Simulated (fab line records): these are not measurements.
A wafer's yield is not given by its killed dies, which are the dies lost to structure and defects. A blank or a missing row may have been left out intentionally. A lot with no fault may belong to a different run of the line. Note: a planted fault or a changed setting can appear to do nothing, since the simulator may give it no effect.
A struck lot beside a sound one    flow n5 finfet    22 steps out of a route of 1938
Sound: the wafers L351.1, L351.3, L351.4. The struck wafers were L367.1, L367.2, L367.4. Last of all comes the cause.
Each step with rows lists, per side, the tool, then ch with its chambers, then its first start. Under that, the readings that differ: sound wafers    struck wafers    difference of the means    sigmas: that difference in standard deviations of wafers without a fault.
alike: readings whose means differ by less than 2 such deviations, and words and numbers that are the same on both sides. not compared: withheld readings, readings that some wafer has no value for, bounds like >300 that may hide the same value, and numbers for which the record gives no deviation and whose values overlap.
A row with sigmas, a row that says differs or no value, or rows on one side alone: a step with any of these is where the two part. Numbers that don't overlap but have no deviation are shown without sigmas and don't part them. A reading that every wafer of one side lacks parts them only if that side has two wafers or more.

first, 7 steps without rows for these wafers: N5_BEOL_M4_COAT_73 (time 60 s, resist thk 5 nm); N5_BEOL_M4_COAT_05 (resist thk 30 nm); N5_BEOL_M4_EBR_07; N5_BEOL_M4_SOFTBAKE_06 (time 60 s); N5_BEOL_M4_EXPOSE_08 (exposes mask M4); N5_BEOL_M4_PEB_09 (peb time 60 s); N5_BEOL_M4_DEVELOP_10 (develop time 30 s).
N5_BEOL_M4_CD_MEAS_11: target cd 16.79 nm.
  sound on cd sem-03 ch 0, day 10 00:59; struck on cd sem-02 ch 0, day 14 01:14
  alike: cd nm
N5_BEOL_M4_OVL_MEAS_12:
  sound on overlay-02 ch 0, day 10 01:01; struck on overlay-01 ch 0, day 14 01:16
  alike: M4_OVL
N5_BEOL_M4_INSPECT_13: inspects for defects (brightfield).
  sound on defect inspect-02 at day 10 01:04; struck on defect inspect-02 at day 14 01:19
  alike: raw defect count
N5_BEOL_M4_DESCUM_16: chemistry O2, time 7 s.
  sound on rie diel-01 ch 0,1,2, day 10 01:24; struck on rie diel-01 ch 1,2,3, day 14 02:14
  alike: drypump motor current A, oes product au, rf vpp V, showerhead plenum p Torr, throttle valve pct
  not compared: rf hours counter h
N5_BEOL_M4_ETCH_74: etches underlayer in N2/H2, target depth 6.5 nm, time 5.2 s.
  sound on rie diel-01 ch 0,1,2, day 10 01:26; struck on rie diel-01 ch 1,2,3, day 14 02:16
  alike: bias w, chamber pressure mTorr, drypump motor current A, etch rf on time s, oes product au, rf vpp V, showerhead plenum p Torr, throttle valve pct
  not compared: rf hours counter h
N5_BEOL_M4_ETCH_63: etches SiARC in CF4, target depth 15.6 nm, time 26 s.
  sound on rie diel-01 ch 0,1,2, day 10 01:28; struck on rie diel-01 ch 1,2,3, day 14 02:17
  no value came back on the struck wafers for any of 10 readings (bias w (W), cf4 flow sccm (sccm) and others); on the sound wafers bias w (W) reads 36.04 35.88 35.90
reading                                       sound     struck          difference  sigmas
model.CAR-EUV_of_BEOL_M4_COAT_05.thk nm (nm)  11 11 11  20.4 20.2 20.4  +9.3        
N5_BEOL_M4_ETCH_64: etches SOC in N2/H2, target depth 75 nm, overetch 22.5 nm, time 121.9 s.
  sound on rie diel-01 ch 0,1,2, day 10 01:29; struck on rie diel-01 ch 1,2,3, day 14 02:19
reading                sound           struck          difference  sigmas
oes product au (a.u.)  0.62 0.55 0.51  0.26 0.26 0.33  -0.28       -5
  alike: bias w, chamber pressure mTorr, drypump motor current A, rf vpp V, showerhead plenum p Torr, throttle valve pct
  not compared: rf hours counter h
then, 2 steps without rows for these wafers: N5_BEOL_M4_STRIP_65 (strips in N2/H2); N5_BEOL_M4_STRIP_75 (strips in N2/H2).
N5_BEOL_M4_STRIP_66: strips in CF4.
  sound on rie diel-01 ch 0,1,2, day 10 01:37; struck on rie diel-01 ch 1,2,3, day 14 02:26
  alike: drypump motor current A, oes product au, power w, rf vpp V, showerhead plenum p Torr, throttle valve pct
  not compared: rf hours counter h
N5_BEOL_M4_HM_OPEN_17: chemistry Cl2/BCl3, target TiN, target depth 20 nm, overetch 6 nm.
  sound on rie metal-01 ch 0,1, day 10 01:40; struck on rie metal-01 ch 0,1, day 14 03:55
reading                 sound           struck          difference  sigmas
oes product au (a.u.)   0.69 0.62 0.70  0.29 0.26 0.26  -0.40       -6
throttle valve pct (%)  21.4 22.0 21.4  22.1 22.7 22.7  +0.9        +3
  alike: drypump motor current A, mfc ar sccm
  not compared: rf hours counter h
N5_BEOL_M4_STRIP_19: strips in O2.
  sound on rie diel-01 ch 0,1,2, day 10 01:52; struck on rie diel-04 ch 0,1,2, day 14 04:01
  alike: drypump motor current A, oes product au, rf vpp V, showerhead plenum p Torr, throttle valve pct
  not compared: rf hours counter h
N5_BEOL_M4_CD_MEAS_18: pitch 36 nm, target cd 18 nm.
  sound on cd sem-02 at day 10 01:56; struck on cd sem-03 at day 14 04:05
reading     sound           struck  difference                     sigmas
cd nm (nm)  17.3 18.4 18.4  - - -   no value on the struck wafers  
then, 1 step without rows for these wafers: N5_BEOL_M4_COAT_67 (time 60 s, resist thk 60 nm).
N5_BEOL_M4_RC_MEAS_101:
  the record has rows for the sound wafers here (prober-02 ch 0, day 12 00:55) and none for the struck ones

WHERE THEY PART
First at N5_BEOL_M4_ETCH_63; last, within this record, at N5_BEOL_M4_RC_MEAS_101.

WHY: what had been put in by the simulator
Beginning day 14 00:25, the whole step at N5_BEOL_M4_ETCH_63 was skipped on rie diel-01. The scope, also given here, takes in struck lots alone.
